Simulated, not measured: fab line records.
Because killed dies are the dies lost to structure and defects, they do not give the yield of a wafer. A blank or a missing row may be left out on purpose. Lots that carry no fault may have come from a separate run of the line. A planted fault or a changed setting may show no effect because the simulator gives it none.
The tool behind it: which one? || flow n5Finfet || 6 lots, 14 wafers sampled, at 2 steps of a route of 1938

== WHAT EACH GAUGE READ, for each wafer ==
N5_MOL_CONTACT_COAG_CD_MEAS_08 targets a cd of 28 nm.
{"lot": "L833", "measured": "day 5 10:11", "on": "cdSem-03", "cdNm (nm)": "28.60 28.45"}
{"lot": "L836", "measured": "day 6 02:32", "on": "cdSem-03", "cdNm (nm)": "28.04 28.00"}
{"lot": "L838", "measured": "day 6 14:49", "on": "cdSem-01", "cdNm (nm)": "27.85 27.51"}
{"lot": "L840", "measured": "day 7 02:03", "on": "cdSem-03", "cdNm (nm)": "28.28 28.15 28.21"}
{"lot": "L843", "measured": "day 7 21:52", "on": "cdSem-01", "cdNm (nm)": "27.71 27.91"}
{"lot": "L851", "measured": "day 9 21:38", "on": "cdSem-02", "cdNm (nm)": "28.84 28.71 28.73"}

== TOOL THAT RAN EACH LOT (tool first, then ch and the chambers of the sampled wafers, then the start) ==
{"lot": "L833", "N5_MOL_CONTACT_COAG_EXPOSE_05": "euvScanner-02 ch 0, day 5 10:04"}
{"lot": "L836", "N5_MOL_CONTACT_COAG_EXPOSE_05": "euvScanner-01 ch 0, day 6 02:25"}
{"lot": "L838", "N5_MOL_CONTACT_COAG_EXPOSE_05": "euvScanner-01 ch 0, day 6 14:41"}
{"lot": "L840", "N5_MOL_CONTACT_COAG_EXPOSE_05": "euvScanner-02 ch 0, day 7 01:56"}
{"lot": "L843", "N5_MOL_CONTACT_COAG_EXPOSE_05": "euvScanner-01 ch 0, day 7 21:46"}
{"lot": "L851", "N5_MOL_CONTACT_COAG_EXPOSE_05": "euvScanner-01 ch 0, day 9 21:31"}
- N5_MOL_CONTACT_COAG_EXPOSE_05: exposes mask CA, defocus 0 nm.

== THE ANSWER, worked out from the rows above alone ==
Rule: the usual values come from the lots themselves. Put in order of their means at a reading, lots are off if they are a third of the lots or fewer, leave a main group of 4 or more, and stand apart from it by a gap of 3 or more times the standard deviation of the main group's means; of several such gaps the widest counts. A main group is skipped when, at the precision printed for the reading in the tables above, its means are all equal. Also off: a lot with no number at a reading for which 4 or more lots have one. The other lots that the step has rows for count as sound.
None of the lots is off at any reading shown; this tells nothing.

== WHAT THE SIMULATOR HAD INSERTED ==
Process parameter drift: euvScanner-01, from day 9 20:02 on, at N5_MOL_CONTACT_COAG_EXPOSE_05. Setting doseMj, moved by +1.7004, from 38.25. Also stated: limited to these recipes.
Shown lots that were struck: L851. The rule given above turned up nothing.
